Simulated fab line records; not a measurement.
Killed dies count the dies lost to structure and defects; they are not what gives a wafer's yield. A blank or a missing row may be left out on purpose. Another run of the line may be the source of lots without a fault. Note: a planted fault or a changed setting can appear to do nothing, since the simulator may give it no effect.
Matching of chambers / flow nandHarc / NHARC_A_STAIRCASE_DESCUM_291 on rieDiel-05: 4 sister chambers
The step chemistry O2, time 3 s. 16 wafers are shown with their chamber, then 8 later ones without.

## WAFERS PAIRED WITH THEIR CHAMBERS
wafer=L078.1; chamber=3; showerheadPlenumPTorr (Torr)=1.87; drypumpMotorCurrentA (A)=5.0; throttleValvePct (%)=11.338
wafer=L078.4; chamber=0; showerheadPlenumPTorr (Torr)=1.77; drypumpMotorCurrentA (A)=6.0; throttleValvePct (%)=11.295
wafer=L078.5; chamber=0; showerheadPlenumPTorr (Torr)=1.77; drypumpMotorCurrentA (A)=6.0; throttleValvePct (%)=11.314
wafer=L078.2; chamber=2; showerheadPlenumPTorr (Torr)=1.93; drypumpMotorCurrentA (A)=5.3; throttleValvePct (%)=11.322
wafer=L078.3; chamber=1; showerheadPlenumPTorr (Torr)=1.90; drypumpMotorCurrentA (A)=6.0; throttleValvePct (%)=11.310
wafer=L078.6; chamber=3; showerheadPlenumPTorr (Torr)=1.87; drypumpMotorCurrentA (A)=5.0; throttleValvePct (%)=11.321
wafer=L081.1; chamber=1; showerheadPlenumPTorr (Torr)=1.90; drypumpMotorCurrentA (A)=6.0; throttleValvePct (%)=11.310
wafer=L081.4; chamber=0; showerheadPlenumPTorr (Torr)=1.76; drypumpMotorCurrentA (A)=6.1; throttleValvePct (%)=11.305
wafer=L081.6; chamber=3; showerheadPlenumPTorr (Torr)=1.87; drypumpMotorCurrentA (A)=5.0; throttleValvePct (%)=11.322
wafer=L084.1; chamber=0; showerheadPlenumPTorr (Torr)=1.76; drypumpMotorCurrentA (A)=6.0; throttleValvePct (%)=11.312
wafer=L084.2; chamber=2; showerheadPlenumPTorr (Torr)=1.93; drypumpMotorCurrentA (A)=5.3; throttleValvePct (%)=11.326
wafer=L084.4; chamber=1; showerheadPlenumPTorr (Torr)=1.90; drypumpMotorCurrentA (A)=6.0; throttleValvePct (%)=11.294
wafer=L085.1; chamber=3; showerheadPlenumPTorr (Torr)=1.87; drypumpMotorCurrentA (A)=5.0; throttleValvePct (%)=11.312
wafer=L085.3; chamber=1; showerheadPlenumPTorr (Torr)=1.90; drypumpMotorCurrentA (A)=6.0; throttleValvePct (%)=11.315
wafer=L085.6; chamber=1; showerheadPlenumPTorr (Torr)=1.90; drypumpMotorCurrentA (A)=6.0; throttleValvePct (%)=11.309
wafer=L088.1; chamber=0; showerheadPlenumPTorr (Torr)=1.76; drypumpMotorCurrentA (A)=6.0; throttleValvePct (%)=11.306

SIGNATURES, as means of the wafers listed above
reading=showerheadPlenumPTorr; chamber 0=1.7640; chamber 1=1.9000; chamber 2=1.9300; chamber 3=1.8700; scatter within a chamber=0.00316
reading=drypumpMotorCurrentA; chamber 0=6.020; chamber 1=6.000; chamber 2=5.300; chamber 3=5.000; scatter within a chamber=0.0258
reading=throttleValvePct; chamber 0=11.30640; chamber 1=11.30760; chamber 2=11.32400; chamber 3=11.32325; scatter within a chamber=0.00833
Rule: for a wafer and a chamber, the distance is found by dividing, reading by reading, the gap between the wafer's reading and the chamber's mean by the reading's scatter, squaring, summing and taking the root. The wafer belongs to the nearest chamber; if the next one is less than 2 further off, it can't be placed. The scatter: the root of (the sum of the squares of (reading less its chamber's mean) over the shown wafers, divided by (wafers less chambers)).

## WAFERS MISSING THEIR CHAMBER
wafer=L088.2; showerheadPlenumPTorr (Torr)=1.89; drypumpMotorCurrentA (A)=6.0; throttleValvePct (%)=11.297
wafer=L088.4; showerheadPlenumPTorr (Torr)=1.92; drypumpMotorCurrentA (A)=5.3; throttleValvePct (%)=11.311
wafer=L094.2; showerheadPlenumPTorr (Torr)=1.89; drypumpMotorCurrentA (A)=6.0; throttleValvePct (%)=11.297
wafer=L094.4; showerheadPlenumPTorr (Torr)=2.07; drypumpMotorCurrentA (A)=6.1; throttleValvePct (%)=11.311
wafer=L094.6; showerheadPlenumPTorr (Torr)=1.92; drypumpMotorCurrentA (A)=5.3; throttleValvePct (%)=11.304
wafer=L097.1; showerheadPlenumPTorr (Torr)=2.07; drypumpMotorCurrentA (A)=6.1; throttleValvePct (%)=11.307
wafer=L097.2; showerheadPlenumPTorr (Torr)=1.86; drypumpMotorCurrentA (A)=5.0; throttleValvePct (%)=11.308
wafer=L097.5; showerheadPlenumPTorr (Torr)=1.92; drypumpMotorCurrentA (A)=5.3; throttleValvePct (%)=11.313

## EACH ONE'S CHAMBER
wafer=L088.2; from the rows above=1; in truth=1
wafer=L088.4; from the rows above=2; in truth=2
wafer=L094.2; from the rows above=1; in truth=1
wafer=L094.4; from the rows above=can't be placed: 1 or 2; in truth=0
wafer=L094.6; from the rows above=2; in truth=2
wafer=L097.1; from the rows above=can't be placed: 1 or 2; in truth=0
wafer=L097.2; from the rows above=3; in truth=3
wafer=L097.5; from the rows above=2; in truth=2
Correct placement for 6 of the 8. Can't be placed from these rows: 2 (the true chamber is among the candidates in 0). Number placed wrongly: 0.
